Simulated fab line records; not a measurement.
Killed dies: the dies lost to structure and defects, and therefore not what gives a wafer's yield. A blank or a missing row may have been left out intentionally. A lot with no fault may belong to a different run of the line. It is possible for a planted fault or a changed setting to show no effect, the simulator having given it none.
Matching of chambers	flow nand harc	NHARC_A_WL_FILL_ALD_02 on ald metal-04 has 4 sister chambers
The step deposits TiN, target thk 2 nm, pulse time 3 s, ald cycles 100. 14 wafers are shown with their chamber, then 7 later ones without.

WAFERS PAIRED WITH THEIR CHAMBERS
wafer	chamber	heater power w (W)	precursor pulse height rel
L075.1	0	1116	1.005
L075.4	2	936	0.970
L075.6	1	1127	0.956
L076.3	0	1094	0.999
L076.4	2	932	1.002
L076.5	0	1093	1.028
L080.1	3	1089	1.010
L080.3	2	930	1.006
L080.4	1	1101	1.037
L085.1	2	920	1.037
L085.4	0	1089	1.001
L085.5	2	929	0.999
L090.1	3	1081	1.001
L090.3	2	973	1.002

SIGNATURES (means of the wafers above)
reading	chamber 0	chamber 1	chamber 2	chamber 3	scatter within a chamber
heater power w	1098.00	1114.00	936.67	1085.00	15.9
precursor pulse height rel	1.00825	0.99650	1.00267	1.00550	0.0248
Rule: a wafer's distance from a chamber is the root of the sum, over the readings, of the square of ((its reading less the chamber's mean) divided by the reading's scatter). If the next closest chamber is less than 2 further off than the closest, the wafer can't be placed; otherwise it belongs to the closest. The scatter: the root of (the sum of the squares of (reading less its chamber's mean) over the shown wafers, divided by (wafers less chambers)).

WAFERS WHOSE CHAMBER IS MISSING
wafer	heater power w (W)	precursor pulse height rel
L090.6	956	1.024
L093.2	1172	1.000
L093.3	975	0.988
L093.6	970	0.996
L096.1	969	0.989
L096.2	1061	0.960
L096.3	1157	0.977

THE CHAMBER EACH PASSED THROUGH
wafer	from the rows above	in truth
L090.6	2	2
L093.2	can't be placed: 1 or 0 or 3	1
L093.3	2	2
L093.6	2	2
L096.1	2	2
L096.2	can't be placed: 3 or 0 or 1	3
L096.3	can't be placed: 1 or 0 or 3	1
Correct placement for 4 of the 7. Not placeable from these rows: 3 (in 3, the candidates include the true chamber). Number placed wrongly: 0.
